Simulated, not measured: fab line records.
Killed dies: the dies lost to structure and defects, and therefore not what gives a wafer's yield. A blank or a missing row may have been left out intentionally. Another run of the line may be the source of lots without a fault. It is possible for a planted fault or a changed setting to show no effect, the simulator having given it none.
fab line records	flow nand_harc	part 1 of 2: steps 1 to 18 of 27
record: lots: 5	wafers: 15	last_day: 23
route steps=1159 shown A_CONTACT@858
lots with no fault: from the same line, run without faults
start_h: hours from the record's opening day to when the first of the lot's shown wafers began	wait_h: time in hours since the lot's previous step	" same as the row above	L1.1+2: a row that stands for several wafers	- no value, or no start was given	* or withheld: withheld	< > ~ a bound
route shown NAME@n: names a module that has steps shown in the file, with the first one's number in the route	usual: mean/standard deviation taken from wafers without a fault	same: alike in all rows	chamber/n: place in a boat	sites: each site's reading	_std_site: standard deviation of those values	_edge_site: outer sites' mean less inner sites'	radius_mm: how far each site lies from the wafer's centre	mask NAME#n: copy n	behind: tool/chamber where the wafer was last shaped	hold: reason for holding the lot/hours on hold/outcome of the hold	device: the n, p or np transistor that did not switch	end of line: the tests these same wafers got at the end of their route	a step with no rows: only its recipe	killed: not the wafer's yield, but the dies lost to structure and defects at the first sort	map: per-die view of a wafer (x killed, . not killed, _ where there is no die)
set.NAME: the setting as run; set.NAME@STEP: as run at that earlier step	model.NAME: the simulator's own value behind a step, which no gauge read
lots at selected steps of the route; one table per step, one row per wafer
services: the hour from which a tool's chamber was out of use, counted from the record's first day as start_h (under 0 if before that day), plus the number of hours and why
== steps ==
step: NHARC_A_CONTACT_ETCH_48
recipe: target_depth_a: 390	over_etch_frac: 0.3	time_s: 65	ion_energy_ev: 80	cf4_flow_sccm: 150	ar_flow_sccm: 0	rf_w: 300	bias_w: 100	chemistry: CF4
usual: drypump_motor_current_A: 5.8/0.43	oes_product_au: 0.999/0.01	rf_vpp_V: 151.2/0.94	showerhead_plenum_p_Torr: 1.76/0.058	throttle_valve_pct: 13.283/0.0089
same: time_s: 65
lot.wafer	tool	chamber	start_h	wait_h	drypump_motor_current_A	oes_product_au	rf_hours_counter_h	rf_vpp_V	showerhead_plenum_p_Torr	throttle_valve_pct
L080.2	rie_diel-06	0	406.22	0.1	6.2	0.987	63	152.8	1.79	13.283
L080.1	"	2	"	"	5.4	1.008	58	151.2	1.71	13.294
L080.3	"	3	"	"	6.1	1.015	63	152.0	1.79	13.279
L083.3	rie_diel-03	0	427.22	0.1	6.4	0.991	4	150.2	1.73	13.277
L083.2	"	1	"	"	5.7	0.988	4	149.8	1.68	13.275
L083.6	"	3	"	"	5.8	0.989	-	151.4	1.78	13.293
L086.1	rie_diel-03	0	446.90	0.1	6.4	0.985	6	151.1	1.73	13.287
L086.5	"	3	"	"	5.8	0.991	-	152.7	1.78	13.293
L086.6	"	0	"	"	6.4	0.988	-	151.6	1.73	13.282
L089.3	rie_diel-03	2	468.84	0.1	5.6	1.008	12	152.9	1.87	13.284
L089.2	"	3	"	"	5.8	0.986	10	150.6	1.78	13.301
L089.5	"	2	"	"	5.6	0.997	-	152.9	1.87	13.297
L092.4	rie_diel-10	3	475.64	0.1	5.2	0.997	45	150.4	1.68	13.283
L092.1	"	0	"	"	5.4	1.013	49	151.7	1.80	13.263
L092.3	"	2	"	"	6.2	1.002	37	151.4	1.79	13.285
step: NHARC_A_CONTACT_ETCH_49
recipe: target_depth_a: 2600	over_etch_frac: 0.3	time_s: 475.3	ion_energy_ev: 200	n2_flow_sccm: 150	h2_flow_sccm: 150	ar_flow_sccm: 0	rf_w: 400	bias_w: 150	chemistry: N2/H2
usual: drypump_motor_current_A: 5.8/0.44	h2_flow_sccm: 150.0/0.47	oes_product_au: 1.000/0.01	rf_vpp_V: 430.1/2.3	showerhead_plenum_p_Torr: 2.03/0.075	throttle_valve_pct: 14.172/0.0096
same: time_s: 475.3
lot.wafer	tool	chamber	start_h	wait_h	drypump_motor_current_A	h2_flow_sccm	oes_product_au	rf_hours_counter_h	rf_vpp_V	showerhead_plenum_p_Torr	throttle_valve_pct
L080.3	rie_diel-06	3	-	-	6.1	150.0	1.003	63	431.2	2.07	14.175
L080.2	"	1	"	"	5.8	149.8	0.993	59	429.9	2.02	14.165
L080.1	"	2	"	"	5.4	150.2	0.991	58	428.8	1.97	14.162
L083.3	rie_diel-03	1	-	-	5.7	149.5	0.999	5	426.8	1.93	14.171
L083.2	"	3	"	"	5.8	150.3	1.003	3	430.9	2.05	14.164
L083.6	"	1	"	"	5.7	148.9	1.003	-	427.6	1.93	14.176
L086.1	rie_diel-03	3	-	-	5.8	150.1	0.989	6	432.6	2.05	14.165
L086.6	"	0	"	"	6.4	150.1	0.991	-	430.5	1.99	14.169
L086.5	"	1	"	"	5.7	150.3	1.009	-	426.6	1.93	14.169
L089.3	rie_diel-03	2	-	-	5.5	150.0	0.996	12	434.9	2.17	14.177
L089.2	"	0	"	"	6.4	150.3	0.990	10	429.1	1.99	14.181
L089.5	"	2	"	"	5.6	149.5	1.009	-	433.8	2.17	14.145
L092.1	rie_diel-10	2	-	-	6.3	149.3	1.008	37	431.4	2.06	14.163
L092.3	"	3	"	"	5.2	149.3	1.008	45	428.3	1.93	14.176
L092.4	"	1	"	"	6.7	149.9	1.011	20	428.8	1.96	14.163
step: NHARC_A_CONTACT_ETCH_50
recipe: target_depth_a: 847	time_s: 42.4	cf4_flow_sccm: 100	chf3_flow_sccm: 30	ar_flow_sccm: 0	rf_w: 500	bias_w: 200	chemistry: CF4/CHF3
usual: drypump_motor_current_A: 5.8/0.44	oes_product_au: 0.944/0.019	rf_vpp_V: 370.2/1.9	showerhead_plenum_p_Torr: 1.56/0.052	throttle_valve_pct: 16.804/0.0097
same: time_s: 42.4
lot.wafer	tool	chamber	start_h	wait_h	drypump_motor_current_A	oes_product_au	rf_hours_counter_h	rf_vpp_V	showerhead_plenum_p_Torr	throttle_valve_pct
L080.3	rie_diel-06	1	-	-	5.7	0.937	59	368.9	1.56	16.804
L080.1	"	2	"	"	5.4	0.930	58	368.4	1.52	16.811
L080.2	"	3	"	"	6.1	0.938	63	371.2	1.59	16.806
L083.3	rie_diel-03	1	-	-	5.7	0.941	5	369.1	1.49	16.811
L083.2	"	3	"	"	5.8	0.969	3	371.4	1.58	16.819
L083.6	"	2	"	"	5.6	0.966	-	372.5	1.67	16.793
L086.1	rie_diel-03	0	-	-	6.4	0.945	7	370.2	1.54	16.807
L086.5	"	0	"	"	6.4	0.934	-	368.7	1.54	16.801
L086.6	"	1	"	"	5.7	0.953	-	367.6	1.49	16.810
L089.2	rie_diel-03	3	-	-	5.8	0.970	10	371.1	1.58	16.796
L089.3	"	1	"	"	5.7	0.959	11	368.6	1.49	16.807
L089.5	"	3	"	"	5.8	0.981	-	372.0	1.58	16.824
L092.3	rie_diel-10	2	-	-	6.2	0.922	38	370.5	1.59	16.803
L092.4	"	3	"	"	5.1	0.906	45	369.9	1.50	16.826
L092.1	"	1	"	"	6.7	0.935	20	369.3	1.52	16.805
step: NHARC_A_CONTACT_ETCH_51
recipe: target_depth_a: 36000	over_etch_frac: 0.3	time_s: 936	ion_energy_ev: 150	o2_flow_sccm: 400	cos_flow_sccm: 20	ar_flow_sccm: 0	rf_w: 500	bias_w: 300	chemistry: O2/COS
usual: drypump_motor_current_A: 5.9/0.45	oes_product_au: 1.003/0.01	rf_vpp_V: 313.8/1.6	showerhead_plenum_p_Torr: 3.10/0.1	throttle_valve_pct: 28.330/0.0098
same: time_s: 936
lot.wafer	tool	chamber	start_h	wait_h	drypump_motor_current_A	oes_product_au	rf_hours_counter_h	rf_vpp_V	showerhead_plenum_p_Torr	throttle_valve_pct
L080.2	rie_diel-06	0	-	-	6.2	0.997	63	315.5	3.16	28.305
L080.3	"	1	"	"	5.8	1.006	59	314.7	3.09	28.333
L080.1	"	2	"	"	5.4	1.002	58	311.8	3.02	28.331
L083.3	rie_diel-03	1	-	-	5.7	0.996	5	310.7	2.96	28.344
L083.2	"	2	"	"	5.6	1.010	5	315.8	3.31	28.329
L083.6	"	0	"	"	6.4	0.999	-	313.6	3.06	28.326
L086.1	rie_diel-03	0	-	-	6.5	1.000	7	314.3	3.06	28.330
L086.5	"	2	"	"	5.6	1.003	-	316.1	3.31	28.336
L086.6	"	3	"	"	5.8	0.992	-	316.0	3.14	28.324
L089.2	rie_diel-03	0	-	-	6.4	0.999	10	312.7	3.05	28.335
L089.3	"	2	"	"	5.6	1.014	12	317.3	3.31	28.320
L089.5	"	0	"	"	6.4	1.003	-	313.3	3.05	28.307
L092.4	rie_diel-10	2	-	-	6.3	1.009	38	314.8	3.16	28.335
L092.1	"	3	"	"	5.2	0.987	45	312.8	2.97	28.319
L092.3	"	0	"	"	5.5	1.024	49	313.9	3.18	28.323
step: NHARC_A_CONTACT_ETCH_111
recipe: source_w: withheld	pressure_mtorr: 20	bias_v: withheld	time_s: 140	target_depth_a: 7000	ar_flow_sccm: withheld	c4f8_flow_sccm: withheld	o2_flow_sccm: withheld	chemistry: C4F8/O2/Ar
same: time_s: 140
lot.wafer	tool	chamber	start_h	wait_h	rf_hours_counter_h
L080.2	har_cap_etch-02	0	407.40	-	15
L080.1	"	1	"	"	15
L080.3	"	1	"	"	-
L083.2	har_cap_etch-02	0	428.40	-	17
L083.3	"	1	"	"	-
L083.6	"	0	"	"	-
L086.1	har_cap_etch-02	0	448.19	-	21
L086.6	"	1	"	"	-
L086.5	"	0	"	"	-
L089.2	har_cap_etch-02	0	470.05	-	24
L089.3	"	1	"	"	-
L089.5	"	1	"	"	-
L092.1	har_cap_etch-01	0	476.89	-	72
L092.3	"	1	"	"	-
L092.4	"	0	"	"	-
step: NHARC_A_CONTACT_ETCH_112
recipe: source_w: withheld	pressure_mtorr: 20	bias_v: 3000	time_s: 94	target_depth_a: 9220	ar_flow_sccm: withheld	c4f8_flow_sccm: withheld	o2_flow_sccm: withheld	chemistry: C4F8/O2/Ar
same: time_s: 94
lot.wafer	tool	chamber	start_h	wait_h	rf_hours_counter_h
L080.2	har_cap_etch-02	0	407.60	0.2	15
L080.1	"	1	"	"	15
L080.3	"	1	"	"	-
L083.2	har_cap_etch-02	0	428.60	0.2	17
L083.3	"	1	"	"	-
L083.6	"	0	"	"	-
L086.1	har_cap_etch-02	0	448.37	0.1	21
L086.6	"	1	"	"	-
L086.5	"	0	"	"	-
L089.2	har_cap_etch-02	0	470.25	0.2	25
L089.3	"	1	"	"	-
L089.5	"	1	"	"	-
L092.1	har_cap_etch-01	0	477.07	0.1	72
L092.3	"	1	"	"	-
L092.4	"	0	"	"	-
step: NHARC_A_CONTACT_ETCH_113
recipe: source_w: withheld	pressure_mtorr: 20	bias_v: 3000	time_s: 94	target_depth_a: 9220	ar_flow_sccm: withheld	c4f8_flow_sccm: withheld	o2_flow_sccm: withheld	chemistry: C4F8/O2/Ar
same: time_s: 94
lot.wafer	tool	chamber	start_h	wait_h	rf_hours_counter_h
L080.2	har_cap_etch-02	0	407.69	0.1	15
L080.1	"	1	"	"	15
L080.3	"	1	"	"	-
L083.2	har_cap_etch-02	0	428.69	0.1	18
L083.3	"	1	"	"	-
L083.6	"	0	"	"	-
L086.1	har_cap_etch-02	0	448.46	0.1	21
L086.6	"	1	"	"	-
L086.5	"	0	"	"	-
L089.2	har_cap_etch-02	0	470.34	0.1	25
L089.3	"	1	"	"	-
L089.5	"	1	"	"	-
L092.1	har_cap_etch-01	0	477.16	0.1	72
L092.3	"	1	"	"	-
L092.4	"	0	"	"	-
step: NHARC_A_CONTACT_ETCH_114
recipe: source_w: withheld	pressure_mtorr: 20	bias_v: 3000	time_s: 94	target_depth_a: 9220	ar_flow_sccm: withheld	c4f8_flow_sccm: withheld	o2_flow_sccm: withheld	chemistry: C4F8/O2/Ar
same: time_s: 94
lot.wafer	tool	chamber	start_h	wait_h	rf_hours_counter_h
L080.2	har_cap_etch-02	0	407.79	0.1	15
L080.1	"	1	"	"	15
L080.3	"	1	"	"	-
L083.2	har_cap_etch-02	0	428.78	0.1	18
L083.3	"	1	"	"	-
L083.6	"	0	"	"	-
L086.1	har_cap_etch-02	0	448.55	0.1	22
L086.6	"	1	"	"	-
L086.5	"	0	"	"	-
L089.2	har_cap_etch-02	0	470.43	0.1	25
L089.3	"	1	"	"	-
L089.5	"	1	"	"	-
L092.1	har_cap_etch-01	0	477.25	0.1	72
L092.3	"	1	"	"	-
L092.4	"	0	"	"	-
step: NHARC_A_CONTACT_ETCH_115
recipe: source_w: withheld	pressure_mtorr: 20	bias_v: 3000	time_s: 94	target_depth_a: 9220	ar_flow_sccm: withheld	c4f8_flow_sccm: withheld	o2_flow_sccm: withheld	chemistry: C4F8/O2/Ar
same: time_s: 94
lot.wafer	tool	chamber	start_h	wait_h	rf_hours_counter_h
L080.2	har_cap_etch-02	0	407.88	0.1	15
L080.1	"	1	"	"	15
L080.3	"	1	"	"	-
L083.2	har_cap_etch-02	0	428.87	0.1	18
L083.3	"	1	"	"	-
L083.6	"	0	"	"	-
L086.1	har_cap_etch-02	0	448.64	0.1	22
L086.6	"	1	"	"	-
L086.5	"	0	"	"	-
L089.2	har_cap_etch-02	0	470.52	0.1	25
L089.3	"	1	"	"	-
L089.5	"	1	"	"	-
L092.1	har_cap_etch-01	0	477.34	0.1	73
L092.3	"	1	"	"	-
L092.4	"	0	"	"	-
step: NHARC_A_CONTACT_ETCH_116
recipe: source_w: withheld	pressure_mtorr: 20	bias_v: 3000	time_s: 94	target_depth_a: 9220	ar_flow_sccm: withheld	c4f8_flow_sccm: withheld	o2_flow_sccm: withheld	chemistry: C4F8/O2/Ar
same: time_s: 94
lot.wafer	tool	chamber	start_h	wait_h	rf_hours_counter_h
L080.2	har_cap_etch-02	0	407.97	0.1	15
L080.1	"	1	"	"	15
L080.3	"	1	"	"	-
L083.2	har_cap_etch-02	0	428.96	0.1	18
L083.3	"	1	"	"	-
L083.6	"	0	"	"	-
L086.1	har_cap_etch-02	0	448.73	0.1	22
L086.6	"	1	"	"	-
L086.5	"	0	"	"	-
L089.2	har_cap_etch-02	0	470.61	0.1	25
L089.3	"	1	"	"	-
L089.5	"	1	"	"	-
L092.1	har_cap_etch-01	0	477.44	0.1	73
L092.3	"	1	"	"	-
L092.4	"	0	"	"	-
step: NHARC_A_CONTACT_ETCH_117
recipe: source_w: withheld	pressure_mtorr: 20	bias_v: 3000	time_s: 94	target_depth_a: 9220	ar_flow_sccm: withheld	c4f8_flow_sccm: withheld	o2_flow_sccm: withheld	chemistry: C4F8/O2/Ar
same: time_s: 94
lot.wafer	tool	chamber	start_h	wait_h	rf_hours_counter_h
L080.2	har_cap_etch-02	0	408.06	0.1	15
L080.1	"	1	"	"	15
L080.3	"	1	"	"	-
L083.2	har_cap_etch-02	0	429.05	0.1	18
L083.3	"	1	"	"	-
L083.6	"	0	"	"	-
L086.1	har_cap_etch-02	0	448.82	0.1	22
L086.6	"	1	"	"	-
L086.5	"	0	"	"	-
L089.2	har_cap_etch-02	0	470.70	0.1	25
L089.3	"	1	"	"	-
L089.5	"	1	"	"	-
L092.1	har_cap_etch-01	0	477.53	0.1	73
L092.3	"	1	"	"	-
L092.4	"	0	"	"	-
step: NHARC_A_CONTACT_ETCH_118
recipe: source_w: withheld	pressure_mtorr: 20	bias_v: 3000	time_s: 94	target_depth_a: 9220	ar_flow_sccm: withheld	c4f8_flow_sccm: withheld	o2_flow_sccm: withheld	chemistry: C4F8/O2/Ar
same: time_s: 94
lot.wafer	tool	chamber	start_h	wait_h	rf_hours_counter_h
L080.2	har_cap_etch-02	0	408.15	0.1	15
L080.1	"	1	"	"	15
L080.3	"	1	"	"	-
L083.2	har_cap_etch-02	0	429.14	0.1	18
L083.3	"	1	"	"	-
L083.6	"	0	"	"	-
L086.1	har_cap_etch-02	0	448.91	0.1	22
L086.6	"	1	"	"	-
L086.5	"	0	"	"	-
L089.2	har_cap_etch-02	0	470.79	0.1	25
L089.3	"	1	"	"	-
L089.5	"	1	"	"	-
L092.1	har_cap_etch-01	0	477.62	0.1	73
L092.3	"	1	"	"	-
L092.4	"	0	"	"	-
step: NHARC_A_CONTACT_ETCH_119
recipe: source_w: withheld	pressure_mtorr: 20	bias_v: 3000	time_s: 94	target_depth_a: 9220	ar_flow_sccm: withheld	c4f8_flow_sccm: withheld	o2_flow_sccm: withheld	chemistry: C4F8/O2/Ar
same: time_s: 94
lot.wafer	tool	chamber	start_h	wait_h	rf_hours_counter_h
L080.2	har_cap_etch-02	0	408.24	0.1	15
L080.1	"	1	"	"	15
L080.3	"	1	"	"	-
L083.2	har_cap_etch-02	0	429.23	0.1	18
L083.3	"	1	"	"	-
L083.6	"	0	"	"	-
L086.1	har_cap_etch-02	0	449.00	0.1	22
L086.6	"	1	"	"	-
L086.5	"	0	"	"	-
L089.2	har_cap_etch-02	0	470.88	0.1	25
L089.3	"	1	"	"	-
L089.5	"	1	"	"	-
L092.1	har_cap_etch-01	0	477.71	0.1	73
L092.3	"	1	"	"	-
L092.4	"	0	"	"	-
step: NHARC_A_CONTACT_ETCH_120
recipe: source_w: withheld	pressure_mtorr: 20	bias_v: 3000	time_s: 94	target_depth_a: 9220	ar_flow_sccm: withheld	c4f8_flow_sccm: withheld	o2_flow_sccm: withheld	chemistry: C4F8/O2/Ar
same: time_s: 94
lot.wafer	tool	chamber	start_h	wait_h	rf_hours_counter_h
L080.2	har_cap_etch-02	0	408.33	0.1	16
L080.1	"	1	"	"	16
L080.3	"	1	"	"	-
L083.2	har_cap_etch-02	0	429.32	0.1	18
L083.3	"	1	"	"	-
L083.6	"	0	"	"	-
L086.1	har_cap_etch-02	0	449.09	0.1	22
L086.6	"	1	"	"	-
L086.5	"	0	"	"	-
L089.2	har_cap_etch-02	0	470.97	0.1	25
L089.3	"	1	"	"	-
L089.5	"	1	"	"	-
L092.1	har_cap_etch-01	0	477.80	0.1	73
L092.3	"	1	"	"	-
L092.4	"	0	"	"	-
step: NHARC_A_CONTACT_ETCH_121
recipe: source_w: withheld	pressure_mtorr: 20	bias_v: 3000	time_s: 94	target_depth_a: 9220	ar_flow_sccm: withheld	c4f8_flow_sccm: withheld	o2_flow_sccm: withheld	chemistry: C4F8/O2/Ar
same: time_s: 94
lot.wafer	tool	chamber	start_h	wait_h	rf_hours_counter_h
L080.2	har_cap_etch-02	0	408.42	0.1	16
L080.1	"	1	"	"	16
L080.3	"	1	"	"	-
L083.2	har_cap_etch-02	0	429.41	0.1	18
L083.3	"	1	"	"	-
L083.6	"	0	"	"	-
L086.1	har_cap_etch-02	0	449.19	0.1	22
L086.6	"	1	"	"	-
L086.5	"	0	"	"	-
L089.2	har_cap_etch-02	0	471.06	0.1	25
L089.3	"	1	"	"	-
L089.5	"	1	"	"	-
L092.1	har_cap_etch-01	0	477.89	0.1	73
L092.3	"	1	"	"	-
L092.4	"	0	"	"	-
step: NHARC_A_CONTACT_ETCH_122
recipe: source_w: withheld	pressure_mtorr: 20	bias_v: 3000	time_s: 95	target_depth_a: 9300	ar_flow_sccm: withheld	c4f8_flow_sccm: withheld	o2_flow_sccm: withheld	chemistry: C4F8/O2/Ar
same: time_s: 95
lot.wafer	tool	chamber	start_h	wait_h	rf_hours_counter_h
L080.2	har_cap_etch-02	0	408.51	0.1	16
L080.1	"	1	"	"	16
L080.3	"	1	"	"	-
L083.2	har_cap_etch-02	0	429.51	0.1	18
L083.3	"	1	"	"	-
L083.6	"	0	"	"	-
L086.1	har_cap_etch-02	0	449.28	0.1	22
L086.6	"	1	"	"	-
L086.5	"	0	"	"	-
L089.2	har_cap_etch-02	0	471.15	0.1	25
L089.3	"	1	"	"	-
L089.5	"	1	"	"	-
L092.1	har_cap_etch-01	0	477.98	0.1	73
L092.3	"	1	"	"	-
L092.4	"	0	"	"	-
step: NHARC_A_CONTACT_ETCH_123
recipe: source_w: withheld	pressure_mtorr: 20	bias_v: 400	time_s: 253	target_depth_a: 10900	ar_flow_sccm: withheld	c4f8_flow_sccm: 11.5	o2_flow_sccm: 7.2	chemistry: C4F8/O2/Ar
same: time_s: 253
lot.wafer	tool	chamber	start_h	wait_h	rf_hours_counter_h
L080.2	har_cap_etch-02	0	408.60	0.1	16
L080.1	"	1	"	"	16
L080.3	"	1	"	"	-
L083.2	har_cap_etch-02	0	429.60	0.1	18
L083.3	"	1	"	"	-
L083.6	"	0	"	"	-
L086.1	har_cap_etch-02	0	449.41	0.1	22
L086.6	"	1	"	"	-
L086.5	"	0	"	"	-
L089.2	har_cap_etch-02	0	471.24	0.1	25
L089.3	"	1	"	"	-
L089.5	"	1	"	"	-
L092.1	har_cap_etch-01	0	478.11	0.1	73
L092.3	"	1	"	"	-
L092.4	"	0	"	"	-
step: NHARC_A_CONTACT_ETCH_90
recipe: target_depth_a: 400	over_etch_frac: 0.5	time_s: 85.7	ion_energy_ev: 120	ch3f_flow_sccm: 50	o2_flow_sccm: 30	ar_flow_sccm: 200	rf_w: 500	bias_w: 100	chemistry: CH3F/O2
usual: drypump_motor_current_A: 5.9/0.37	oes_product_au: 0.96/0.037	rf_vpp_V: 244.3/1.5	showerhead_plenum_p_Torr: 2.45/0.081	throttle_valve_pct: 20.664/0.0087
same: time_s: 85.7
lot.wafer	tool	chamber	start_h	wait_h	drypump_motor_current_A	oes_product_au	rf_hours_counter_h	rf_vpp_V	showerhead_plenum_p_Torr	throttle_valve_pct
L080.2	rie_diel-03	1	409.22	0.6	5.7	1.00	2	242.8	2.33	20.665
L080.3	"	2	"	"	5.6	1.02	2	247.9	2.61	20.654
L080.1	"	3	"	"	5.8	1.00	0	245.8	2.47	20.666
L083.3	rie_diel-03	3	430.21	0.4	5.8	0.93	3	245.7	2.47	20.675
L083.2	"	0	"	"	6.4	0.92	5	244.4	2.41	20.656
L083.6	"	3	"	"	5.8	0.92	-	245.7	2.47	20.665
L086.1	rie_diel-06	3	450.05	0.6	6.1	0.99	10	244.3	2.49	20.656
L086.6	"	2	"	"	5.4	0.99	-	242.5	2.37	20.669
L086.5	"	3	"	"	6.2	1.00	-	245.2	2.49	20.661
L089.3	rie_diel-03	0	471.84	0.4	6.4	0.92	10	245.9	2.40	20.649
L089.2	"	3	"	"	5.8	0.92	11	244.9	2.47	20.654
L089.5	"	1	"	"	5.6	0.93	-	242.4	2.33	20.663
L092.4	rie_diel-06	1	478.66	0.4	5.7	1.00	20	244.4	2.42	20.659
L092.1	"	3	"	"	6.2	1.00	20	243.8	2.48	20.667
L092.3	"	0	"	"	6.2	1.00	19	245.9	2.48	20.653
